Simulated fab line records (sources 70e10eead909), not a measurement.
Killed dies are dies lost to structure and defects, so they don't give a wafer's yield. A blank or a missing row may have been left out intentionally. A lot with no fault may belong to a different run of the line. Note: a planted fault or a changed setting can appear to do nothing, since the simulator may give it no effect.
fab line records	flow nand-harc
record lots=12	wafers=36	last-day=24
route steps=1159 shown A_CHANNEL_HOLE_D1@471 A_CHANNEL_FILL_D1@493 END@1159
lots that met no fault: from a run of the same line without faults
start-h: the number of hours between the record's first day and the start of the first shown wafer of the lot	wait-h: hours elapsed since this lot's preceding step	" same as the row above	L1.1+2: a single row standing in for several wafers	- no value present, or no start provided	* or withheld: withheld	< > ~ a bound
route shown NAME@n: NAME is a module with steps in the file, n the number in the route of the first one	usual: mean/standard deviation taken from wafers without a fault	same: alike in all rows	chamber/n: place in a boat	sites: the reading at each site	_std_site: the standard deviation of these	_edge_site: outer sites' mean less inner sites'	radius-mm: how far each site lies from the wafer's centre	mask NAME#n: copy n	behind: the tool/chamber that last shaped the wafer	hold: what put the lot on hold/how long, in hours/how the hold closed	device: transistor that didn't switch, given as n, p or np	end of line: the route-end tests of the same wafers	a step given without rows: its recipe and nothing more	killed: count of dies lost to structure and defects at first sort (not the wafer's yield)	map: per-die view of a wafer (x killed, . not killed, _ where there is no die)
set.NAME: the setting as run; set.NAME@STEP: as run at that earlier step	model.NAME: the simulator's own value behind a step, which no gauge read
a sample of lots followed through the steps of the route, with each step as a table and each wafer as a row
services: when a tool's chamber went out of use (start-h, in hours from the record's first day, below 0 if earlier), for how many hours, and the reason
## steps
# step NHARC_A_CHANNEL_HOLE_D1_ETCH_19
# recipe bias-v=1200	source-w=2500	pressure-mtorr=15	time-s=34.5	ar-flow-sccm=375	c4f8-flow-sccm=28.8	o2-flow-sccm=96.2	temp-c=-20	target-depth-a=*	chemistry=C4F8/O2/Ar
# usual drypump-motor-current-A=5.9/0.66	showerhead-plenum-p-Torr=3.83/0.09	throttle-valve-pct=37.036/0.0097
lot.wafer	tool	chamber	start-h	wait-h	drypump-motor-current-A	rf-hours-counter-h	showerhead-plenum-p-Torr	throttle-valve-pct
L388.2	har-etch-01	0	175.32	2.4	6.3	184	3.88	37.037
L388.5	"	0	"	"	6.3	-	3.88	37.030
L388.6	"	1	"	"	6.2	-	3.88	37.029
L389.1	har-etch-02	1	185.25	0.1	6.2	103	3.67	37.034
L389.6	"	0	"	"	4.6	-	3.92	37.023
L389.5	"	1	"	"	6.2	-	3.67	37.029
L390.2	har-etch-01	0	189.53	0.1	6.3	189	3.87	37.037
L390.4	"	1	"	"	6.2	-	3.87	37.025
L390.6	"	0	"	"	6.3	-	3.87	37.040
L392.1	har-etch-01	0	193.71	3.1	6.3	193	3.87	37.039
L392.6	"	1	"	"	6.2	-	3.87	37.043
L392.5	"	0	"	"	6.3	-	3.87	37.037
L396.1	har-etch-01	0	223.11	0.1	6.3	202	3.87	37.027
L396.4	"	0	"	"	6.3	-	3.87	37.040
L396.6	"	1	"	"	6.2	-	3.87	37.030
L397.1	har-etch-01	1	227.26	3.0	6.2	206	3.86	37.055
L397.2	"	0	"	"	6.3	206	3.86	37.041
L397.5	"	1	"	"	6.2	-	3.86	37.048
L398.2	har-etch-01	1	234.20	0.1	6.2	210	3.86	37.029
L398.3	"	1	"	"	6.2	-	3.86	37.045
L398.5	"	1	"	"	6.2	-	3.86	37.042
L404.1	har-etch-01	0	271.76	0.1	6.3	230	3.85	37.033
L404.3	"	0	"	"	6.3	-	3.85	37.035
L404.6	"	0	"	"	6.3	-	3.85	37.042
L407.1	har-etch-01	0	285.16	0.8	6.3	238	3.85	37.030
L407.3	"	0	"	"	6.3	-	3.85	37.023
L407.4	"	1	"	"	6.2	-	3.85	37.030
L409.1	har-etch-01	1	295.34	0.1	6.2	242	3.84	37.037
L409.2	"	0	"	"	6.3	242	3.84	37.040
L409.3	"	0	"	"	6.3	-	3.84	37.029
L410.2	har-etch-02	1	297.49	1.3	6.2	154	3.64	37.047
L410.4	"	0	"	"	4.6	-	3.89	37.033
L410.6	"	1	"	"	6.2	-	3.65	37.037
L411.1	har-etch-02	1	319.51	3.4	6.2	164	3.64	37.036
L411.3	"	1	"	"	6.3	-	3.64	37.044
L411.5	"	0	"	"	4.6	-	3.89	37.028
# step NHARC_A_CHANNEL_HOLE_D1_ETCH_23
# recipe bias-v=5000	source-w=withheld	pressure-mtorr=20	time-s=819	ar-flow-sccm=375	c4f8-flow-sccm=89.3	o2-flow-sccm=35.7	temp-c=-20	target-depth-a=16000	chemistry=C4F8/O2/Ar
# usual drypump-motor-current-A=5.9/0.66	showerhead-plenum-p-Torr=3.78/0.086	throttle-valve-pct=32.156/0.0083
lot.wafer	tool	chamber	start-h	wait-h	drypump-motor-current-A	rf-hours-counter-h	showerhead-plenum-p-Torr	throttle-valve-pct
L388.2	har-etch-01	0	176.75	0.5	6.3	185	3.83	32.155
L388.5	"	0	"	"	6.3	-	3.83	32.159
L388.6	"	1	"	"	6.2	-	3.83	32.150
L389.1	har-etch-02	1	186.77	0.5	6.2	105	3.63	32.147
L389.6	"	0	"	"	4.6	-	3.87	32.162
L389.5	"	1	"	"	6.2	-	3.63	32.159
L390.2	har-etch-01	0	190.98	0.5	6.3	191	3.83	32.171
L390.4	"	1	"	"	6.2	-	3.83	32.161
L390.6	"	0	"	"	6.3	-	3.83	32.144
L392.1	har-etch-01	0	195.25	0.5	6.3	194	3.82	32.161
L392.6	"	1	"	"	6.2	-	3.82	32.153
L392.5	"	0	"	"	6.3	-	3.82	32.145
L396.1	har-etch-01	0	224.55	0.5	6.3	204	3.82	32.151
L396.4	"	0	"	"	6.3	-	3.82	32.143
L396.6	"	1	"	"	6.2	-	3.82	32.163
L397.1	har-etch-01	1	228.69	0.5	6.2	208	3.82	32.159
L397.2	"	0	"	"	6.3	208	3.82	32.157
L397.5	"	1	"	"	6.2	-	3.82	32.164
L398.2	har-etch-01	1	235.73	0.5	6.2	212	3.81	32.159
L398.3	"	1	"	"	6.2	-	3.81	32.170
L398.5	"	1	"	"	6.2	-	3.81	32.151
L404.1	har-etch-01	0	273.32	0.5	6.3	232	3.80	32.150
L404.3	"	0	"	"	6.3	-	3.80	32.151
L404.6	"	0	"	"	6.3	-	3.80	32.141
L407.1	har-etch-01	0	286.60	0.5	6.3	239	3.80	32.157
L407.3	"	0	"	"	6.3	-	3.80	32.152
L407.4	"	1	"	"	6.2	-	3.80	32.156
L409.1	har-etch-01	1	296.78	0.5	6.2	243	3.80	32.148
L409.2	"	0	"	"	6.3	243	3.80	32.155
L409.3	"	0	"	"	6.3	-	3.80	32.161
L410.2	har-etch-02	1	299.04	0.5	6.2	156	3.61	32.151
L410.4	"	0	"	"	4.6	-	3.84	32.157
L410.6	"	1	"	"	6.2	-	3.60	32.144
L411.1	har-etch-02	1	320.96	0.5	6.2	165	3.60	32.156
L411.3	"	1	"	"	6.3	-	3.60	32.163
L411.5	"	0	"	"	4.6	-	3.84	32.161
# step NHARC_A_CHANNEL_HOLE_D1_ETCH_24
# recipe bias-v=5000	source-w=withheld	pressure-mtorr=20	time-s=906.2	ar-flow-sccm=375	c4f8-flow-sccm=93.8	o2-flow-sccm=31.2	temp-c=-20	target-depth-a=15000	chemistry=C4F8/O2/Ar
# usual drypump-motor-current-A=5.9/0.67	showerhead-plenum-p-Torr=3.78/0.086	throttle-valve-pct=32.235/0.0079
lot.wafer	tool	chamber	start-h	wait-h	drypump-motor-current-A	rf-hours-counter-h	showerhead-plenum-p-Torr	throttle-valve-pct
L388.2	har-etch-01	0	177.45	0.6	6.3	186	3.82	32.231
L388.5	"	0	"	"	6.3	-	3.82	32.234
L388.6	"	1	"	"	6.2	-	3.82	32.231
L389.1	har-etch-02	1	187.49	0.6	6.2	106	3.63	32.221
L389.6	"	0	"	"	4.6	-	3.87	32.230
L389.5	"	1	"	"	6.2	-	3.63	32.226
L390.2	har-etch-01	0	191.67	0.6	6.3	191	3.82	32.238
L390.4	"	1	"	"	6.2	-	3.82	32.235
L390.6	"	0	"	"	6.3	-	3.82	32.231
L392.1	har-etch-01	0	195.96	0.6	6.3	195	3.82	32.239
L392.6	"	1	"	"	6.2	-	3.82	32.241
L392.5	"	0	"	"	6.3	-	3.82	32.237
L396.1	har-etch-01	0	225.24	0.6	6.3	204	3.81	32.229
L396.4	"	0	"	"	6.3	-	3.81	32.231
L396.6	"	1	"	"	6.2	-	3.81	32.241
L397.1	har-etch-01	1	229.38	0.6	6.3	208	3.81	32.232
L397.2	"	0	"	"	6.3	208	3.81	32.246
L397.5	"	1	"	"	6.2	-	3.81	32.235
L398.2	har-etch-01	1	236.44	0.6	6.2	212	3.81	32.225
L398.3	"	1	"	"	6.2	-	3.81	32.231
L398.5	"	1	"	"	6.2	-	3.81	32.237
L404.1	har-etch-01	0	274.03	0.6	6.3	232	3.80	32.236
L404.3	"	0	"	"	6.3	-	3.80	32.222
L404.6	"	0	"	"	6.3	-	3.80	32.231
L407.1	har-etch-01	0	287.29	0.6	6.3	240	3.79	32.237
L407.3	"	0	"	"	6.3	-	3.79	32.239
L407.4	"	1	"	"	6.2	-	3.79	32.251
L409.1	har-etch-01	1	297.48	0.6	6.2	244	3.79	32.223
L409.2	"	0	"	"	6.3	244	3.79	32.229
L409.3	"	0	"	"	6.3	-	3.79	32.250
L410.2	har-etch-02	1	299.74	0.6	6.2	156	3.60	32.237
L410.4	"	0	"	"	4.6	-	3.84	32.238
L410.6	"	1	"	"	6.2	-	3.60	32.238
L411.1	har-etch-02	1	321.65	0.6	6.2	166	3.60	32.240
L411.3	"	1	"	"	6.2	-	3.60	32.226
L411.5	"	0	"	"	4.6	-	3.83	32.235
# step NHARC_A_CHANNEL_HOLE_D1_INSPECT_40
# usual raw-defect-count=60/17
lot.wafer	tool	chamber	start-h	wait-h	raw-defect-count
L388.2	defect-inspect-02	-	181.06	-	59
L388.5	"	-	"	"	87
L388.6	"	-	"	"	59
L389.1	defect-inspect-01	-	191.41	-	40
L389.5	"	-	"	"	38
L389.6	"	-	"	"	39
L390.2	defect-inspect-01	-	195.90	-	54
L390.4	"	-	"	"	75
L390.6	"	-	"	"	47
L392.1	defect-inspect-01	-	199.42	-	93
L392.5	"	-	"	"	61
L392.6	"	-	"	"	67
L396.1	defect-inspect-01	-	228.80	-	76
L396.4	"	-	"	"	49
L396.6	"	-	"	"	68
L397.1	defect-inspect-02	-	232.96	-	73
L397.2	"	-	"	"	73
L397.5	"	-	"	"	60
L398.2	defect-inspect-01	-	239.87	-	54
L398.3	"	-	"	"	82
L398.5	"	-	"	"	62
L404.1	defect-inspect-01	-	277.64	-	88
L404.3	"	-	"	"	98
L404.6	"	-	"	"	91
L407.1	defect-inspect-01	-	290.86	-	642
L407.3	"	-	"	"	668
L407.4	"	-	"	"	71
L409.1	defect-inspect-01	-	301.02	-	98
L409.2	"	-	"	"	696
L409.3	"	-	"	"	712
L410.2	defect-inspect-01	-	303.33	-	46
L410.4	"	-	"	"	65
L410.6	"	-	"	"	61
L411.1	defect-inspect-01	-	325.23	-	74
L411.3	"	-	"	"	40
L411.5	"	-	"	"	54
# step NHARC_A_CHANNEL_FILL_D1_ALD_03
# recipe target-thk-a=60	pulse-time-s=60	ald-cycles=58	temp-c=630	pressure-torr=2	material=SiNx
# usual precursor-pulse-height-rel=1.001/0.02
lot.wafer	tool	chamber	start-h	wait-h	precursor-pulse-height-rel
L388.2	ald-sin-batch-02	0	-	-	0.986
L388.5	"	0	"	"	1.004
L388.6	"	0	"	"	0.995
L389.1	ald-sin-batch-02	0	-	-	1.029
L389.5	"	0	"	"	1.030
L389.6	"	0	"	"	0.993
L390.2	ald-sin-batch-01	0	-	-	1.010
L390.4	"	0	"	"	0.994
L390.6	"	0	"	"	1.024
L392.1	ald-sin-batch-01	0	-	-	0.989
L392.5	"	0	"	"	0.983
L392.6	"	0	"	"	0.983
L396.1	ald-sin-batch-02	0	-	-	0.996
L396.4	"	0	"	"	0.986
L396.6	"	0	"	"	1.007
L397.1	ald-sin-batch-01	0	-	-	1.015
L397.2	"	0	"	"	1.006
L397.5	"	0	"	"	0.954
L398.2	ald-sin-batch-03	0	-	-	1.004
L398.3	"	0	"	"	1.016
L398.5	"	0	"	"	1.020
L404.1	ald-sin-batch-03	0	-	-	1.015
L404.3	"	0	"	"	0.971
L404.6	"	0	"	"	0.992
L407.1	ald-sin-batch-03	0	-	-	0.993
L407.3	"	0	"	"	0.990
L407.4	"	0	"	"	0.967
L409.1	ald-sin-batch-02	0	-	-	1.035
L409.2	"	0	"	"	0.990
L409.3	"	0	"	"	0.984
L410.2	ald-sin-batch-02	0	-	-	0.974
L410.4	"	0	"	"	0.997
L410.6	"	0	"	"	0.988
L411.1	ald-sin-batch-02	0	-	-	0.998
L411.3	"	0	"	"	1.021
L411.5	"	0	"	"	1.022
# step NHARC_END_SORT_01
# recipe temp-c=25
# usual killed-at-array=27/8	killed-at-other=0.8/1.2	killed-at-periphery=3.3/2.3	killed-dies=31/8.8	killed-open=3.2/2.1	killed-short=2.1/1.4
# same gross-dies=677
lot.wafer	tool	chamber	start-h	wait-h	killed-at-array	killed-at-other	killed-at-periphery	killed-dies	killed-open	killed-short
L396.1	prober-02	0	501.81	2.5	33	1	4	38	3	5
L396.4	prober-02	0	504.22	3.4	30	0	7	37	4	1
L396.6	prober-02	0	505.82	4.0	32	0	4	36	4	1
L404.1	prober-01	0	539.82	2.5	40	2	5	47	0	1
L404.3	prober-01	0	541.43	3.1	30	3	4	37	3	2
L404.6	prober-01	0	543.84	4.0	38	1	5	44	0	1
L407.1	prober-02	0	557.78	2.5	103	0	3	106	5	2
L407.3	prober-02	0	559.39	3.1	107	0	4	111	2	0
L407.4	prober-02	0	560.19	3.4	28	0	6	34	2	1
L409.1	prober-01	0	569.30	2.5	42	0	8	50	2	1
L409.2	prober-01	0	570.10	2.8	128	0	7	135	0	2
L409.3	prober-01	0	570.90	3.1	117	0	3	120	2	2
L410.2	prober-02	0	570.11	2.8	32	0	0	32	9	2
L410.4	prober-02	0	571.71	3.4	32	1	1	34	3	4
L410.6	prober-02	0	573.31	4.0	24	0	6	30	5	3
L411.1	prober-02	0	581.52	2.5	14	0	4	18	3	0
L411.5	prober-02	0	584.69	3.7	18	0	2	20	2	4
# killed by level:class
L396.1 A_CHANNEL_HOLE_D1:chamber-film-flake=13 A_SLIT:chamber-film-flake=13 A_CONTACT:chamber-film-flake=2 P_CONTACT:geometric-particle:short=1 P_CONTACT:geometric-particle:open=1 A_ONON_D1:geometric-particle:short=1 A_CHANNEL_FILL_D1:geometric-particle:short=1 A_STAIRCASE:geometric-particle:open=1
L396.4 A_CHANNEL_HOLE_D1:chamber-film-flake=13 A_SLIT:chamber-film-flake=9 P_BONDPAD:chamber-film-flake=4 P_M0:chamber-film-flake=3 A_CONTACT:chamber-film-flake=3 A_CONTACT:geometric-particle:open=2 A_SGD_CUT:geometric-particle:open=1 A_M0:geometric-particle:open=1
L396.6 A_SLIT:chamber-film-flake=11 A_CHANNEL_HOLE_D1:chamber-film-flake=10 A_STAIRCASE:chamber-film-flake=3 A_CONTACT:chamber-film-flake=3 A_ONON_D1:geometric-particle:open=2 P_M0:chamber-film-flake=2 P_BONDPAD:chamber-film-flake=2 A_CONTACT:geometric-particle:short=1
L404.1 A_CHANNEL_HOLE_D1:chamber-film-flake=25 A_SLIT:chamber-film-flake=5 A_CONTACT:chamber-film-flake=5 P_GATE:chamber-film-flake=3 A_M1:chamber-film-flake=3 THIN_TSV:chamber-film-flake=2 A_WL_FILL:geometric-particle:short=1 P_STI:chamber-film-flake=1
L404.3 A_CHANNEL_HOLE_D1:chamber-film-flake=16 P_GATE:chamber-film-flake=3 A_STAIRCASE:chamber-film-flake=3 A_SLIT:chamber-film-flake=3 A_M1:chamber-film-flake=2 A_CONTACT:chamber-film-flake=2 A_SOURCE_PLATE:geometric-particle:short=1 A_ONON_D1:geometric-particle:short=1
L404.6 A_CHANNEL_HOLE_D1:chamber-film-flake=18 A_SLIT:chamber-film-flake=7 A_CONTACT:chamber-film-flake=5 A_M1:chamber-film-flake=5 A_STAIRCASE:chamber-film-flake=3 P_GATE:chamber-film-flake=2 P_CONTACT:geometric-particle:short=1 P_STI:chamber-film-flake=1
L407.1 A_CHANNEL_HOLE_D1:unspecified=92 A_CHANNEL_HOLE_D1:chamber-film-flake=2 A_STAIRCASE:chamber-film-flake=2 P_CONTACT:geometric-particle:open=1 P_M0:geometric-particle:open=1 A_SOURCE_PLATE:geometric-particle:short=1 A_SOURCE_PLATE:geometric-particle:open=1 A_SGD_CUT:geometric-particle:open=1
L407.3 A_CHANNEL_HOLE_D1:unspecified=96 A_CHANNEL_HOLE_D1:chamber-film-flake=3 A_CONTACT:chamber-film-flake=3 P_STI:chamber-film-flake=2 A_CONTACT:geometric-particle:open=1 A_M1:geometric-particle:open=1 P_ZERO_WELL:chamber-film-flake=1 P_GATE:chamber-film-flake=1
L407.4 A_CHANNEL_HOLE_D1:chamber-film-flake=17 A_STAIRCASE:chamber-film-flake=4 P_STI:chamber-film-flake=4 A_ZERO_WELL:chamber-film-flake=2 A_CONTACT:chamber-film-flake=2 P_M0:geometric-particle:open=1 A_WL_FILL:geometric-particle:open=1 A_M0:geometric-particle:short=1
L409.1 A_CHANNEL_HOLE_D1:chamber-film-flake=22 A_SLIT:chamber-film-flake=15 P_M0:chamber-film-flake=4 P_GATE:chamber-film-flake=2 A_CONTACT:chamber-film-flake=2 A_CHANNEL_FILL_D1:geometric-particle:short=1 A_WL_FILL:geometric-particle:open=1 A_M0:geometric-particle:open=1
L409.2 A_CHANNEL_HOLE_D1:unspecified=89 A_SLIT:chamber-film-flake=14 A_CHANNEL_HOLE_D1:chamber-film-flake=10 A_STAIRCASE:chamber-film-flake=8 P_M0:chamber-film-flake=5 A_CONTACT:chamber-film-flake=4 P_GATE:chamber-film-flake=2 A_CHANNEL_FILL_D1:geometric-particle:short=1
L410.2 A_CONTACT:chamber-film-flake=10 A_CHANNEL_HOLE_D1:chamber-film-flake=5 A_CONTACT:geometric-particle:open=3 A_BLC:geometric-particle:open=2 A_WL_FILL:chamber-film-flake=2 A_SOURCE_PLATE:geometric-particle:open=1 A_ONON_D1:geometric-particle:open=1 A_CHANNEL_HOLE_D1:geometric-particle:open=1
L409.3 A_CHANNEL_HOLE_D1:unspecified=85 A_SLIT:chamber-film-flake=19 A_CHANNEL_HOLE_D1:chamber-film-flake=7 P_M0:chamber-film-flake=2 A_ONON_D1:geometric-particle:short=1 A_CHANNEL_FILL_D1:geometric-particle:open=1 A_WL_FILL:geometric-particle:short=1 A_WL_FILL:geometric-particle:open=1
L410.4 A_CHANNEL_HOLE_D1:chamber-film-flake=8 A_CONTACT:chamber-film-flake=6 A_BLC:chamber-film-flake=6 A_STAIRCASE:chamber-film-flake=3 A_ONON_D1:geometric-particle:short=2 A_CHANNEL_FILL_D1:chamber-film-flake=2 P_M1:geometric-particle:open=1 A_ONON_D1:geometric-particle:open=1
L410.6 A_CHANNEL_HOLE_D1:chamber-film-flake=6 A_CONTACT:chamber-film-flake=5 A_BLC:chamber-film-flake=4 A_STAIRCASE:chamber-film-flake=3 A_ONON_D1:geometric-particle:short=2 A_CONTACT:geometric-particle:open=2 P_CONTACT:geometric-particle:open=1 P_M0:geometric-particle:open=1
L411.1 A_CHANNEL_HOLE_D1:chamber-film-flake=9 A_M0:geometric-particle:open=2 P_M2:chamber-film-flake=2 A_M1:geometric-particle:open=1 P_STI:chamber-film-flake=1 P_GATE:chamber-film-flake=1 A_WL_FILL:chamber-film-flake=1 A_CONTACT:chamber-film-flake=1
L411.5 A_CHANNEL_HOLE_D1:chamber-film-flake=6 A_STAIRCASE:chamber-film-flake=3 A_CONTACT:chamber-film-flake=3 P_M0:geometric-particle:short=2 A_ONON_D1:geometric-particle:open=1 A_ONON_D1:geometric-particle:short=1 A_WL_FILL:geometric-particle:short=1 A_CONTACT:geometric-particle:open=1
## services
tool	chamber	start-h	hours	kind
har-etch-01	-	305.00	17.0	pm
har-etch-01	0	305.00	17.0	vent-cycle
har-etch-01	1	305.00	17.0	vent-cycle
ald-sin-batch-03	-	314.00	26.0	pm
har-etch-01	0	322.00	-	clean
har-etch-01	0	322.00	-	consumable-replace:focus-ring
har-etch-01	1	322.00	-	clean
har-etch-01	1	322.00	-	consumable-replace:focus-ring
## key
first-sign step=NHARC_A_CHANNEL_HOLE_D1_INSPECT_40	reading=raw-defect-count	direction=up	sigmas=36	usual=60	struck=680
effect step=NHARC_END_SORT_01	reading=killed-at-array	direction=up	sigmas=11	usual=27	struck=114
more-kills-born-at NHARC_A_CHANNEL_HOLE_D1_ETCH_23@har-etch-01=292
met-at NHARC_A_CHANNEL_HOLE_D1_ETCH_23
struck-lots L407,L409
struck-wafers L407.1,L407.3,L409.2,L409.3
tester-left-out L407,L409
not-acting-at NHARC_A_CHANNEL_HOLE_D1_ETCH_19,NHARC_A_CHANNEL_HOLE_D1_ETCH_24,NHARC_A_CHANNEL_FILL_D1_ALD_03
onset-between 273.32 286.60
fault kind=chamber-particle-source	tool=har-etch-01	chamber=0	onset-h=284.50	steps=NHARC_A_CHANNEL_HOLE_D1_ETCH_23	rate-per-visit-cm2=0.95698	end-h=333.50
# tester-left-out: of these lots the tester's yield and bins aren't shown, on N5 and GAA mostly nor the transistor test; their killed dies are dies lost to structure and defects alone, not to doping, threshold or leakage, so they don't give the yield
